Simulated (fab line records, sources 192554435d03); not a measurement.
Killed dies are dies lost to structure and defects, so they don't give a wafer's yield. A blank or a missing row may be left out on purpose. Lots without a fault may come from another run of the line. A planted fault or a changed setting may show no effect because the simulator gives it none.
fab line records | flow n5_finfet
record lots=24 wafers=72 last_day=17
route steps=1938 shown BEOL_M15@1795 PASS1_DEP@1831 MIM_BOT@1832 MIM_TOP_LITHO@1847
lots that met no fault: from a run of the same line without faults
start_h: hours from the record's first day to the start of the lot's first wafer shown | wait_h: hours since the lot's step before | " the same as in the row above | L1.1+2: a row that stands for several wafers | - no value, or no start given | * or withheld: withheld | < > ~ a bound
route shown NAME@n: a module of which the file shows steps, and the number in the route of the first | usual: mean/standard deviation of fault-free wafers | same: alike in all rows | chamber/n: place in a boat | sites: the reading at each site | _std_site: their standard deviation | _edge_site: outer sites' mean less inner sites' | radius_mm: how far each site lies from the wafer's centre | mask NAME#n: copy n | behind: the tool/chamber that last shaped the wafer | hold: why the lot was held/for how many hours/how that ended | device: the transistor (n, p or np) that didn't switch | end of line: the same wafers' tests at the end of the route | a step without rows: its recipe alone | killed: dies lost to structure and defects at the first sort, not the wafer's yield | map: a wafer's dies, x killed, . not, _ none there
set.NAME: the setting as run; set.NAME@STEP: as run at that earlier step | model.NAME: the simulator's own value behind a step, which no gauge read
steps of the route over a sample of lots; a table a step, a row a wafer
services: from which hour (start_h, from the record's first day; less than 0 if before it) a tool's chamber was out of use, for how many hours, and why
## steps
# step N5_BEOL_M15_ETCH_57
# recipe chemistry=N2/H2 target=SOC source_w=3000 bias_w=350 time_s=750 ion_energy_ev=200 pressure_mtorr=30 n2_flow_sccm=200 h2_flow_sccm=200
# usual drypump_motor_current_A=5.9/0.47 oes_product_au=0.81/0.076 rf_fwd_power_W=2998/8.9 rf_vpp_V=523.5/2.1 showerhead_plenum_p_Torr=2.53/0.069 throttle_valve_pct=17.7/0.31
# columns lot.wafer tool chamber start_h wait_h drypump_motor_current_A oes_product_au rf_fwd_power_W rf_hours_counter_h rf_vpp_V showerhead_plenum_p_Torr throttle_valve_pct
L076.3 rie_diel-02 3 262.16 - 5.3 0.81 3005 78 523.2 2.47 17.5
L076.5 " 2 " " 6.1 0.92 3004 - 522.3 2.52 18.1
L076.6 " 3 " " 5.3 0.81 2999 - 520.7 2.47 17.5
L075.1 rie_diel-06 1 266.37 - 5.5 0.90 2997 35 522.8 2.50 17.7
L075.2 " 2 " " 5.3 0.74 3009 188 524.1 2.54 18.2
L075.5 " 3 " " 5.4 0.86 2990 - 528.6 2.68 17.4
L074.2 rie_diel-03 1 269.03 - 5.6 0.73 2998 202 521.6 2.38 17.8
L074.4 " 2 " " 6.6 0.89 3010 38 524.6 2.56 17.3
L074.5 " 0 " " 6.2 0.90 2988 - 522.0 2.50 17.4
L077.2 rie_diel-03 0 273.60 - 6.2 0.90 3008 29 522.2 2.50 17.4
L077.3 " 1 " " 5.7 0.73 3017 203 520.9 2.38 17.8
L077.4 " 2 " " 6.6 0.90 2981 - 523.9 2.56 17.3
L078.2 rie_diel-03 1 282.41 - 5.7 0.73 2999 207 520.6 2.38 17.8
L078.3 " 2 " " 6.6 0.89 3011 44 525.8 2.56 17.3
L078.4 " 0 " " 6.2 0.89 2988 33 520.4 2.49 17.4
L079.2 rie_diel-06 3 283.64 - 5.4 0.86 2994 68 526.4 2.68 17.4
L079.3 " 0 " " 6.0 0.80 2994 110 525.3 2.57 18.0
L079.6 " 3 " " 5.4 0.86 2995 - 527.5 2.68 17.4
L080.3 rie_diel-02 1 292.64 - 6.6 0.78 3000 126 523.8 2.55 17.6
L080.4 " 2 " " 6.2 0.89 2992 31 521.6 2.52 18.1
L080.6 " 1 " " 6.6 0.77 2970 - 525.2 2.55 17.6
L082.1 rie_diel-02 2 295.56 - 6.1 0.90 2991 31 522.5 2.52 18.1
L082.2 " 0 " " 6.3 0.66 3002 246 524.4 2.58 17.5
L082.3 " 3 " " 5.3 0.79 2998 88 521.5 2.46 17.5
L081.3 rie_diel-02 3 300.20 - 5.2 0.79 2996 90 521.9 2.46 17.5
L081.4 " 2 " " 6.1 0.89 2994 33 523.1 2.52 18.1
L081.6 " 1 " " 6.6 0.77 2993 - 524.1 2.55 17.6
L083.2 rie_diel-06 1 306.25 - 5.5 0.88 3000 44 521.9 2.49 17.7
L083.5 " 3 " " 5.4 0.84 2982 - 526.1 2.67 17.4
L083.6 " 2 " " 5.3 0.72 2996 - 525.2 2.54 18.3
L084.2 rie_diel-02 3 306.37 - 5.3 0.80 3008 92 521.2 2.46 17.5
L084.3 " 1 " " 6.6 0.77 2994 129 524.1 2.55 17.6
L084.4 " 0 " " 6.2 0.67 2998 250 525.9 2.58 17.5
L085.1 rie_diel-06 0 331.58 - 6.1 0.79 3004 123 524.1 2.57 18.0
L085.4 " 2 " " 5.3 0.71 2992 207 522.4 2.53 18.3
L085.5 " 1 " " 5.5 0.88 3008 - 522.8 2.49 17.7
L086.1 rie_diel-06 2 336.66 - 5.4 0.71 3001 209 523.2 2.53 18.3
L086.2 " 3 " " 5.4 0.84 2990 83 527.4 2.67 17.4
L086.6 " 0 " " 6.1 0.80 3001 - 524.0 2.57 18.0
L088.2 rie_diel-02 1 342.68 - 6.6 0.75 3001 141 523.9 2.54 17.6
L088.5 " 2 " " 6.2 0.85 2994 - 521.7 2.51 18.1
L088.6 " 3 " " 5.3 0.78 2994 - 521.4 2.46 17.5
L087.1 rie_diel-03 0 346.33 - 6.2 0.88 2990 52 522.7 2.49 17.5
L087.2 " 3 " " 5.7 0.93 2992 10 524.9 2.60 17.7
L087.4 " 1 " " 5.7 0.71 2987 226 519.5 2.37 17.8
L089.1 rie_diel-06 1 350.29 - 5.5 0.88 3007 56 522.3 2.49 17.7
L089.4 " 3 " " 5.4 0.83 3004 87 529.8 2.67 17.4
L089.6 " 1 " " 5.5 0.86 2989 - 523.3 2.49 17.7
L090.1 rie_diel-03 3 355.57 - 5.7 0.92 3001 13 524.5 2.60 17.6
L090.3 " 2 " " 6.6 0.85 3014 66 525.0 2.55 17.3
L090.5 " 1 " " 5.7 0.71 2986 - 522.0 2.37 17.9
L091.2 rie_diel-06 0 361.59 - 6.0 0.78 2990 131 523.6 2.56 18.0
L091.4 " 1 " " 5.5 0.87 2998 59 521.4 2.49 17.7
L091.6 " 1 " " 5.5 0.86 3005 - 522.5 2.49 17.7
L092.2 rie_diel-02 3 368.15 - 5.3 0.78 2997 112 521.5 2.45 17.6
L092.4 " 2 " " 6.1 0.86 3004 55 521.8 2.51 18.1
L092.6 " 1 " " 6.6 0.75 3007 - 523.1 2.54 17.6
L094.1 rie_diel-02 3 378.18 - 5.2 0.77 2989 116 519.7 2.45 17.6
L094.5 " 1 " " 6.6 0.75 3005 - 524.7 2.54 17.6
L094.6 " 2 " " 6.1 0.85 2991 - 521.7 2.51 18.1
L093.2 rie_diel-03 2 379.56 - 6.6 0.86 2992 74 524.8 2.55 17.3
L093.3 " 1 " " 5.7 0.71 2991 239 520.9 2.37 17.9
L093.5 " 3 " " 5.7 0.91 3004 - 525.2 2.60 17.7
L095.1 rie_diel-03 0 390.89 - 6.2 0.86 2998 68 522.3 2.48 17.5
L095.2 " 1 " " 5.7 0.71 2981 243 518.8 2.37 17.9
L095.5 " 3 " " 5.7 0.91 3015 - 524.8 2.60 17.7
L097.3 rie_diel-06 2 392.33 - 5.4 0.70 2982 222 524.5 2.53 18.3
L097.5 " 1 " " 5.5 0.86 3011 - 521.7 2.48 17.7
L097.6 " 0 " " 6.0 0.78 2999 - 523.7 2.56 18.0
L096.2 rie_diel-02 3 392.66 - 5.3 0.75 2989 124 520.8 2.45 17.6
L096.4 " 2 " " 6.2 0.82 3005 - 521.3 2.50 18.1
L096.6 " 1 " " 6.6 0.73 3007 - 522.6 2.53 17.6
# step N5_BEOL_M15_CD_MEAS_28
# recipe target_cd_nm=407.6 landing_energy_ev=500 detector=se_inlens
# usual cd_nm=406.6/2.2
# columns lot.wafer tool chamber start_h wait_h cd_nm
L076.3 cd_sem-02 0 263.06 - 403.1
L076.5 " 0 " " 406.5
L076.6 " 0 " " 406.8
L075.1 cd_sem-02 0 267.26 - 404.4
L075.2 " 0 " " 405.3
L075.5 " 0 " " 402.0
L074.2 cd_sem-03 0 269.93 - 404.2
L074.4 " 0 " " 407.9
L074.5 " 0 " " 401.8
L077.2 cd_sem-02 0 274.50 - 407.3
L077.3 " 0 " " 406.6
L077.4 " 0 " " 407.4
L078.2 cd_sem-02 0 283.19 - 406.2
L078.3 " 0 " " 404.7
L078.4 " 0 " " 405.4
L079.2 cd_sem-01 0 284.55 - 404.1
L079.3 " 0 " " 406.7
L079.6 " 0 " " 405.1
L080.3 cd_sem-01 0 293.54 - 405.8
L080.4 " 0 " " 405.8
L080.6 " 0 " " 407.9
L082.1 cd_sem-02 0 296.34 - 406.7
L082.2 " 0 " " 405.3
L082.3 " 0 " " 404.7
L081.3 cd_sem-01 0 301.10 - 408.8
L081.4 " 0 " " 407.2
L081.6 " 0 " " 406.8
L083.2 cd_sem-03 0 307.15 - 410.6
L083.5 " 0 " " 409.5
L083.6 " 0 " " 410.7
L084.2 cd_sem-03 0 307.31 - 406.0
L084.3 " 0 " " 409.3
L084.4 " 0 " " 407.9
L085.1 cd_sem-01 0 332.48 - 405.5
L085.4 " 0 " " 408.4
L085.5 " 0 " " 407.0
L086.1 cd_sem-03 0 337.56 - 402.7
L086.2 " 0 " " 403.4
L086.6 " 0 " " 405.6
L088.2 cd_sem-01 0 343.45 - 406.9
L088.5 " 0 " " 407.0
L088.6 " 0 " " 405.9
L087.1 cd_sem-02 0 347.10 - 405.3
L087.2 " 0 " " 403.9
L087.4 " 0 " " 407.4
L089.1 cd_sem-02 0 351.19 - 407.0
L089.4 " 0 " " 404.7
L089.6 " 0 " " 407.7
L090.1 cd_sem-02 0 356.35 - 408.4
L090.3 " 0 " " 406.8
L090.5 " 0 " " 408.3
L091.2 cd_sem-01 0 362.36 - 408.5
L091.4 " 0 " " 406.9
L091.6 " 0 " " 405.3
L092.2 cd_sem-03 0 369.05 - 405.9
L092.4 " 0 " " 404.9
L092.6 " 0 " " 408.3
L094.1 cd_sem-01 0 378.95 - 406.7
L094.5 " 0 " " 407.0
L094.6 " 0 " " 404.5
L093.2 cd_sem-01 0 380.33 - 409.4
L093.3 " 0 " " 407.6
L093.5 " 0 " " 411.4
L095.1 cd_sem-01 0 391.80 - 406.3
L095.2 " 0 " " 405.4
L095.5 " 0 " " 409.6
L097.3 cd_sem-03 0 393.23 - 406.0
L097.5 " 0 " " 408.5
L097.6 " 0 " " 404.0
L096.2 cd_sem-03 0 393.43 - 408.5
L096.4 " 0 " " 410.5
L096.6 " 0 " " 412.0
# step N5_BEOL_M15_STRIP_37
# recipe chemistry=O2 power_w=600 temp_c=60 pressure_mtorr=30 rf_frequency_hz=6e+07 bias_power_w=0 overash_fraction=0.3 o2_flow_sccm=225
# usual drypump_motor_current_A=5.9/0.49 oes_product_au=0.80/0.078 rf_vpp_V=3.7/0.67 showerhead_plenum_p_Torr=2.09/0.066 temp_c=60.00/0.12 throttle_valve_pct=16.64/0.24
# columns lot.wafer tool chamber start_h wait_h drypump_motor_current_A oes_product_au rf_hours_counter_h rf_vpp_V showerhead_plenum_p_Torr temp_c throttle_valve_pct
L076.3 rie_diel-06 0 - - 6.1 0.81 103 3.3 2.13 60.01 16.94
L076.5 " 1 " " 5.5 0.91 - 3.5 2.05 60.06 16.44
L076.6 " 0 " " 6.1 0.82 - 3.2 2.13 60.08 16.95
L075.1 rie_diel-02 2 - - 6.1 0.92 23 3.7 2.05 60.03 16.57
L075.2 " 0 " " 6.3 0.68 239 3.2 2.16 59.98 16.59
L075.5 " 1 " " 6.6 0.76 - 4.4 2.12 59.72 16.54
L074.2 rie_diel-02 3 - - 5.3 0.80 81 5.3 2.03 59.96 16.48
L074.4 " 0 " " 6.3 0.69 240 3.9 2.16 60.06 16.60
L074.5 " 1 " " 6.6 0.76 - 4.1 2.12 60.04 16.54
L077.2 rie_diel-02 3 - - 5.3 0.82 82 2.9 2.03 59.90 16.47
L077.3 " 0 " " 6.2 0.69 240 3.5 2.16 59.99 16.58
L077.4 " 1 " " 6.7 0.76 120 2.8 2.12 59.90 16.54
L078.2 rie_diel-02 2 - - 6.1 0.91 27 4.4 2.05 59.81 16.56
L078.3 " 1 " " 6.6 0.77 122 2.6 2.11 60.04 16.55
L078.4 " 3 " " 5.3 0.81 84 4.0 2.03 60.03 16.46
L079.2 rie_diel-02 1 - - 6.6 0.77 125 4.1 2.11 59.97 16.55
L079.3 " 2 " " 6.1 0.90 30 4.1 2.05 59.96 16.59
L079.6 " 0 " " 6.3 0.67 - 3.6 2.16 60.02 16.59
L080.3 rie_diel-03 2 - - 6.6 0.88 48 3.4 2.15 59.95 16.54
L080.4 " 0 " " 6.2 0.91 37 2.9 2.04 60.08 16.19
L080.6 " 3 " " 5.7 0.67 - 4.0 2.16 59.95 17.01
L082.1 rie_diel-06 0 - - 6.0 0.80 115 4.0 2.13 60.09 16.96
L082.2 " 3 " " 5.4 0.85 72 4.8 2.22 59.88 16.53
L082.3 " 2 " " 5.4 0.72 198 4.4 2.08 60.14 17.04
L081.3 rie_diel-02 1 - - 6.6 0.77 129 3.9 2.11 59.99 16.54
L081.4 " 0 " " 6.3 0.68 249 3.2 2.15 59.96 16.59
L081.6 " 3 " " 5.2 0.80 - 3.4 2.02 59.96 16.48
L083.2 rie_diel-06 3 - - 5.4 0.85 75 3.4 2.22 60.08 16.54
L083.5 " 2 " " 5.3 0.71 - 4.6 2.08 59.83 17.05
L083.6 " 3 " " 5.4 0.84 - 4.8 2.22 60.13 16.54
L084.2 rie_diel-03 0 - - 6.2 0.90 42 4.1 2.04 60.09 16.21
L084.3 " 2 " " 6.5 0.86 52 3.2 2.14 59.86 16.54
L084.4 " 1 " " 5.7 0.72 - 2.9 1.98 59.72 17.00
L085.1 rie_diel-03 2 - - 6.6 0.87 59 3.9 2.14 59.91 16.55
L085.4 " 1 " " 5.6 0.71 222 4.3 1.98 59.92 17.02
L085.5 " 1 " " 5.6 0.72 - 3.2 1.98 59.75 17.01
L086.1 rie_diel-02 2 - - 6.1 0.88 45 3.4 2.04 60.04 16.62
L086.2 " 0 " " 6.3 0.96 4 3.4 2.15 60.12 16.15
L086.6 " 0 " " 6.3 0.95 - 4.6 2.15 60.02 16.10
L088.2 rie_diel-06 0 - - 6.0 0.78 128 3.7 2.12 59.87 17.03
L088.5 " 2 " " 5.3 0.70 - 4.5 2.07 60.09 17.05
L088.6 " 1 " " 5.5 0.86 - 3.3 2.04 59.95 16.46
L087.1 rie_diel-03 3 - - 5.7 0.92 11 4.1 2.15 59.83 16.56
L087.2 " 0 " " 6.2 0.89 53 3.1 2.04 60.09 16.22
L087.4 " 2 " " 6.6 0.86 64 4.2 2.14 60.12 16.58
L089.1 rie_diel-03 3 - - 5.7 0.92 12 3.2 2.15 59.90 16.56
L089.4 " 2 " " 6.6 0.87 65 3.0 2.14 59.95 16.57
L089.6 " 2 " " 6.6 0.86 - 4.1 2.14 59.92 16.58
L090.1 rie_diel-06 1 - - 5.5 0.87 57 2.5 2.04 60.08 16.48
L090.3 " 0 " " 6.0 0.78 130 3.6 2.12 60.00 17.00
L090.5 " 1 " " 5.4 0.87 - 3.2 2.04 60.13 16.47
L091.2 rie_diel-03 0 - - 6.2 0.87 59 3.8 2.04 60.15 16.21
L091.4 " 3 " " 5.7 0.92 16 3.3 2.15 59.84 16.52
L091.6 " 2 " " 6.6 0.86 - 4.1 2.14 60.10 16.58
L092.2 rie_diel-06 3 - - 5.4 0.82 92 3.7 2.22 60.16 16.55
L092.4 " 1 " " 5.5 0.88 63 3.0 2.04 60.00 16.48
L092.6 " 3 " " 5.4 0.82 - 5.0 2.22 60.18 16.54
L094.1 rie_diel-02 2 - - 6.1 0.85 62 2.6 2.04 59.92 16.65
L094.5 " 3 " " 5.2 0.78 - 4.0 2.01 59.95 16.54
L094.6 " 2 " " 6.0 0.86 - 2.9 2.04 60.01 16.66
L093.2 rie_diel-02 2 - - 6.1 0.85 62 2.9 2.04 60.06 16.64
L093.3 " 1 " " 6.6 0.74 157 4.9 2.10 60.10 16.61
L093.5 " 2 " " 6.1 0.84 - 4.0 2.04 59.96 16.67
L097.3 rie_diel-02 3 - - 5.3 0.77 126 3.5 2.01 60.04 16.56
L097.5 " 3 " " 5.3 0.77 - 4.9 2.01 60.02 16.56
L097.6 " 1 " " 6.6 0.74 - 4.3 2.10 60.23 16.62
L096.2 rie_diel-03 2 - - 6.6 0.84 79 4.8 2.13 60.16 16.61
L096.4 " 0 " " 6.2 0.86 70 4.3 2.03 59.90 16.25
L096.6 " 1 " " 5.7 0.70 - 4.6 1.97 59.91 17.07
L095.1 rie_diel-06 1 - - 5.5 0.86 67 2.5 2.04 60.19 16.50
L095.2 " 3 " " 5.4 0.83 97 3.9 2.21 60.02 16.57
L095.5 " 0 " " 6.0 0.78 - 3.3 2.12 59.99 17.01
# step N5_PASSIVATION_PECVD_00
# recipe material=SiO2 target_thk_a=2000 temp_c=400 precursor=SiH4/N2O pressure_torr=2.7 rf_w=608 time_s=11.2
# usual heater_power_w=632/89 rf_fwd_power_W=600.9/2.4 showerhead_plenum_p_Torr=8.16/0.083 susceptor_temp_C=400.01/0.21 throttle_valve_pct=51.4/2.3
# columns lot.wafer tool chamber start_h wait_h heater_power_w rf_fwd_power_W showerhead_plenum_p_Torr susceptor_temp_C throttle_valve_pct
L076.3 pecvd-04 0 267.23 0.5 653 599.4 8.06 400.05 55.8
L076.5 " 1 " " 614 600.5 8.26 400.30 54.0
L076.6 " 2 " " 587 594.6 8.07 399.85 49.2
L075.1 pecvd-02 0 272.53 0.8 736 601.9 8.19 399.58 48.4
L075.2 " 1 " " 635 603.2 8.17 399.76 54.3
L075.5 " 1 " " 642 603.0 8.21 399.93 54.6
L074.2 pecvd-01 1 276.18 0.7 644 603.5 8.25 400.16 51.4
L074.4 " 2 " " 489 601.5 8.11 399.72 50.7
L074.5 " 1 " " 526 604.3 8.25 399.85 51.1
L077.2 pecvd-01 2 278.37 0.7 541 602.0 8.12 399.99 50.7
L077.3 " 1 " " 620 602.0 8.28 399.86 51.2
L077.4 " 2 " " 540 599.9 8.13 399.79 50.7
L078.2 pecvd-04 2 287.14 0.7 718 597.0 8.09 400.16 49.3
L078.3 " 1 " " 713 599.5 8.27 399.80 54.1
L078.4 " 0 " " 723 605.4 8.05 400.00 55.5
L079.2 pecvd-02 0 294.79 0.7 779 600.5 8.18 400.04 48.5
L079.3 " 1 " " 527 602.1 8.21 399.86 54.5
L079.6 " 1 " " 558 604.0 8.21 399.89 54.6
L080.3 pecvd-01 0 300.52 0.5 621 599.0 8.21 400.22 49.2
L080.4 " 0 " " 608 599.8 8.22 400.16 49.3
L080.6 " 1 " " 618 601.9 8.27 400.03 51.1
L082.1 pecvd-01 1 301.95 0.8 597 602.7 8.27 400.17 51.1
L082.2 " 2 " " 507 599.7 8.13 399.75 50.6
L082.3 " 0 " " 602 599.9 8.21 399.83 49.2
L081.3 pecvd-01 1 306.14 0.5 617 604.5 8.25 399.95 50.9
L081.4 " 1 " " 622 603.7 8.26 399.93 51.2
L081.6 " 0 " " 612 600.1 8.23 399.94 49.0
L083.2 pecvd-02 1 312.86 0.7 679 602.8 8.20 400.10 54.5
L083.5 " 2 " " 496 601.7 8.03 400.41 50.8
L083.6 " 1 " " 668 602.2 8.19 400.23 54.6
L084.2 pecvd-04 1 314.28 0.7 704 598.7 8.25 399.83 53.8
L084.3 " 2 " " 712 598.7 8.07 400.19 49.3
L084.4 " 2 " " 737 598.6 8.08 399.82 49.5
L085.1 pecvd-02 2 337.40 0.8 612 598.2 8.03 399.83 50.6
L085.4 " 2 " " 614 596.9 8.02 399.97 51.0
L085.5 " 0 " " 794 602.3 8.20 400.02 48.6
L086.1 pecvd-04 0 341.88 0.8 758 601.6 8.06 399.83 55.7
L086.2 " 1 " " 691 602.5 8.27 399.99 54.3
L086.6 " 1 " " 694 601.5 8.27 399.90 54.0
L088.2 pecvd-02 1 349.07 0.7 575 600.0 8.19 400.31 54.8
L088.5 " 0 " " 684 599.7 8.20 399.99 48.8
L088.6 " 2 " " 576 601.3 8.03 399.94 50.7
L087.1 pecvd-02 0 352.71 0.8 836 600.9 8.20 399.89 48.7
L087.2 " 1 " " 587 602.6 8.20 399.98 54.3
L087.4 " 0 " " 840 605.6 8.19 400.10 49.0
L089.1 pecvd-02 0 355.06 0.8 870 601.8 8.18 400.45 48.6
L089.4 " 2 " " 592 601.7 8.02 400.08 51.3
L089.6 " 0 " " 682 601.3 8.17 400.19 48.5
L090.1 pecvd-04 2 360.25 0.8 693 594.4 8.07 399.77 49.3
L090.3 " 1 " " 619 599.3 8.27 400.15 54.0
L090.5 " 0 " " 718 600.5 8.06 399.68 55.9
L091.2 pecvd-01 1 367.17 0.7 547 599.6 8.27 400.17 51.3
L091.4 " 1 " " 540 603.0 8.26 400.32 50.9
L091.6 " 1 " " 568 600.6 8.26 400.35 50.9
L092.2 pecvd-01 1 373.12 0.7 553 604.0 8.24 399.83 51.0
L092.4 " 1 " " 577 603.1 8.25 400.01 51.1
L092.6 " 1 " " 583 605.5 8.24 399.87 51.1
L094.1 pecvd-02 1 384.48 0.8 645 603.9 8.21 400.13 54.2
L094.5 " 0 " " 786 600.6 8.21 400.33 48.6
L094.6 " 2 " " 528 600.7 8.05 399.57 51.4
L093.2 pecvd-01 2 384.76 0.7 464 598.2 8.12 399.72 51.3
L093.3 " 1 " " 635 603.7 8.26 399.88 51.0
L093.5 " 1 " " 641 605.5 8.24 400.06 51.1
L097.3 pecvd-02 0 400.06 0.5 762 600.7 8.19 399.90 48.9
L097.5 " 2 " " 593 601.7 8.05 400.26 51.6
L097.6 " 1 " " 613 602.6 8.19 400.03 54.6
L096.2 pecvd-01 2 400.09 0.7 497 600.5 8.12 400.32 51.4
L096.4 " 0 " " 609 600.2 8.24 400.25 49.0
L096.6 " 1 " " 649 598.5 8.25 400.29 51.1
L095.1 pecvd-02 1 400.99 0.8 653 599.3 8.21 400.03 54.4
L095.2 " 0 " " 812 603.1 8.18 400.10 48.7
L095.5 " 1 " " 645 600.3 8.20 399.77 54.6
# step N5_MIM_BOT_DEGAS_01
# recipe ambient=vacuum temp_c=300 time_s=60
# usual heater_power_w=455/34 susceptor_temp_C=300.00/0.18
# columns lot.wafer tool chamber start_h wait_h heater_power_w susceptor_temp_C
L076.3 pvd_sputter-02 - 269.63 2.4 479 299.92
L076.5 " - " " 421 299.89
L076.6 " - " " 490 299.99
L075.1 pvd_sputter-03 - 273.73 1.2 431 299.83
L075.2 " - " " 404 299.98
L075.5 " - " " 449 300.36
L074.2 pvd_sputter-01 - 276.34 0.1 498 300.25
L074.4 " - " " 479 300.20
L074.5 " - " " 478 299.85
L077.2 pvd_sputter-01 - 278.94 0.6 476 299.85
L077.3 " - " " 450 300.16
L077.4 " - " " 493 300.40
L078.2 pvd_sputter-03 - 288.40 1.2 404 299.95
L078.3 " - " " 435 300.15
L078.4 " - " " 456 299.61
L079.2 pvd_sputter-02 - 297.27 2.5 476 299.97
L079.3 " - " " 526 300.01
L079.6 " - " " 423 299.99
L080.3 pvd_sputter-02 - 300.84 0.3 524 300.24
L080.4 " - " " 484 299.97
L080.6 " - " " 433 300.23
L082.1 pvd_sputter-02 - 302.88 0.9 482 300.03
L082.2 " - " " 441 299.81
L082.3 " - " " 505 300.25
L081.3 pvd_sputter-03 - 306.97 0.8 399 299.89
L081.4 " - " " 449 299.94
L081.6 " - " " 400 299.95
L083.2 pvd_sputter-03 - 312.92 0.0 430 300.14
L083.5 " - " " 406 299.90
L083.6 " - " " 453 300.20
L084.2 pvd_sputter-02 - 314.77 0.5 485 300.01
L084.3 " - " " 431 300.27
L084.4 " - " " 518 300.05
L085.1 pvd_sputter-03 - 337.97 0.6 452 300.01
L085.4 " - " " 394 299.88
L085.5 " - " " 435 299.99
L086.1 pvd_sputter-02 - 342.90 1.0 417 300.10
L086.2 " - " " 524 300.12
L086.6 " - " " 519 300.10
L088.2 pvd_sputter-02 - 350.14 1.1 427 299.85
L088.5 " - " " 419 300.05
L088.6 " - " " 429 300.00
L087.1 pvd_sputter-02 - 353.38 0.7 520 299.68
L087.2 " - " " 497 300.05
L087.4 " - " " 419 300.07
L089.1 pvd_sputter-02 - 356.52 1.5 436 299.97
L089.4 " - " " 494 299.87
L089.6 " - " " 482 299.76
L090.1 pvd_sputter-01 - 361.10 0.8 451 300.24
L090.3 " - " " 470 299.89
L090.5 " - " " 506 299.98
L091.2 pvd_sputter-03 - 368.85 1.7 400 299.80
L091.4 " - " " 462 299.82
L091.6 " - " " 425 299.89
L092.2 pvd_sputter-01 - 374.37 1.2 472 299.51
L092.4 " - " " 455 299.91
L092.6 " - " " 459 299.94
L094.1 pvd_sputter-01 - 384.94 0.4 481 299.93
L094.5 " - " " 457 300.06
L094.6 " - " " 472 299.92
L093.2 pvd_sputter-01 - 387.34 2.6 450 300.16
L093.3 " - " " 490 299.97
L093.5 " - " " 447 300.11
L097.3 pvd_sputter-02 - 401.65 1.6 449 300.00
L097.5 " - " " 523 300.05
L097.6 " - " " 485 300.05
L096.2 pvd_sputter-02 - 401.77 1.7 527 300.04
L096.4 " - " " 414 300.28
L096.6 " - " " 487 299.95
L095.1 pvd_sputter-02 - 402.63 1.6 508 300.20
L095.2 " - " " 426 299.97
L095.5 " - " " 479 300.36
# step N5_MIM_TOP_LITHO_CD_MEAS_08
# recipe target_cd_nm=2000 landing_energy_ev=500 detector=se_inlens
# usual cd_nm=1999.0/2.3
# columns lot.wafer tool chamber start_h wait_h cd_nm
L076.3 cd_sem-01 0 271.15 - 1996.5
L076.5 " 0 " " 1999.8
L076.6 " 0 " " 1998.7
L075.1 cd_sem-02 0 275.48 - 1996.5
L075.2 " 0 " " 2001.5
L075.5 " 0 " " 1999.2
L074.2 cd_sem-01 0 279.11 - 1999.9
L074.4 " 0 " " 1999.0
L074.5 " 0 " " 2001.0
L077.2 cd_sem-01 0 280.46 - 2003.1
L077.3 " 0 " " 1995.5
L077.4 " 0 " " 1999.9
L078.2 cd_sem-01 0 289.80 - 2000.2
L078.3 " 0 " " 2002.9
L078.4 " 0 " " 2002.5
L079.2 cd_sem-03 0 298.44 - 1999.9
L079.3 " 0 " " 2002.7
L079.6 " 0 " " 2003.6
L080.3 cd_sem-02 0 302.82 - 1997.2
L080.4 " 0 " " 1999.6
L080.6 " 0 " " 1999.7
L082.1 cd_sem-03 0 304.10 - 2002.1
L082.2 " 0 " " 2000.0
L082.3 " 0 " " 1997.5
L081.3 cd_sem-01 0 308.22 - 1999.2
L081.4 " 0 " " 2002.5
L081.6 " 0 " " 2001.2
L083.2 cd_sem-01 0 314.46 - 2001.7
L083.5 " 0 " " 2000.8
L083.6 " 0 " " 1998.0
L084.2 cd_sem-01 0 318.19 - 1997.8
L084.3 " 0 " " 2000.5
L084.4 " 0 " " 1998.5
L085.1 cd_sem-02 0 339.28 - 1996.2
L085.4 " 0 " " 1995.6
L085.5 " 0 " " 1994.8
L086.1 cd_sem-02 0 344.35 - 2001.8
L086.2 " 0 " " 1998.9
L086.6 " 0 " " 1999.7
L088.2 cd_sem-01 0 352.94 - 1999.4
L088.5 " 0 " " 1994.0
L088.6 " 0 " " 1997.7
L087.1 cd_sem-02 0 357.64 - 2000.3
L087.2 " 0 " " 1997.4
L087.4 " 0 " " 2002.2
L089.1 cd_sem-03 0 358.17 - 1998.6
L089.4 " 0 " " 1996.3
L089.6 " 0 " " 1998.0
L090.1 cd_sem-01 0 362.54 - 1999.5
L090.3 " 0 " " 1998.0
L090.5 " 0 " " 1996.5
L091.2 cd_sem-01 0 370.77 - 1996.0
L091.4 " 0 " " 2001.7
L091.6 " 0 " " 2001.4
L092.2 cd_sem-03 0 376.39 - 1993.9
L092.4 " 0 " " 2000.2
L092.6 " 0 " " 1996.8
L094.1 cd_sem-03 0 388.22 - 1998.9
L094.5 " 0 " " 2001.4
L094.6 " 0 " " 1998.6
L093.2 cd_sem-03 0 389.20 - 2000.1
L093.3 " 0 " " 1999.4
L093.5 " 0 " " 2003.5
L097.3 cd_sem-03 0 403.76 - 1998.1
L097.5 " 0 " " 1997.9
L097.6 " 0 " " 1998.5
L096.2 cd_sem-01 0 403.92 - 2000.6
L096.4 " 0 " " 2002.1
L096.6 " 0 " " 1994.1
L095.1 cd_sem-03 0 403.97 - 2001.9
L095.2 " 0 " " 2001.3
L095.5 " 0 " " 2002.5
## services
# columns tool chamber start_h hours kind
rie_diel-06 1 268.83 5.7 repair
pecvd-02 2 276.84 2.1 scheduled_down
pecvd-02 2 283.41 20.6 repair
rie_diel-03 0 288.35 3.7 repair
pecvd-01 0 292.02 5.5 scheduled_down
rie_diel-03 3 298.09 - clean
rie_diel-03 3 298.09 - consumable_replace:focus_ring
rie_diel-03 3 298.09 12.6 scheduled_down
rie_diel-03 3 298.09 12.6 vent_cycle
rie_diel-02 0 307.50 - clean
rie_diel-02 0 307.50 - consumable_replace:focus_ring
pecvd-01 2 308.92 2.1 scheduled_down
pecvd-01 - 316.89 0.2 repair
pecvd-04 0 327.02 6.8 repair
rie_diel-06 - 351.47 2.8 pm
pvd_sputter-03 - 355.57 0.7 repair
pecvd-01 2 359.54 16.5 scheduled_down
pvd_sputter-02 - 365.16 1.1 repair
rie_diel-06 - 371.00 14.6 pm
rie_diel-02 0 376.49 31.0 repair
pecvd-04 2 378.05 2.1 scheduled_down
pvd_sputter-03 - 378.37 1.7 repair
pecvd-04 - 378.85 0.5 repair
pvd_sputter-01 - 391.20 6.7 repair
## key
fault none
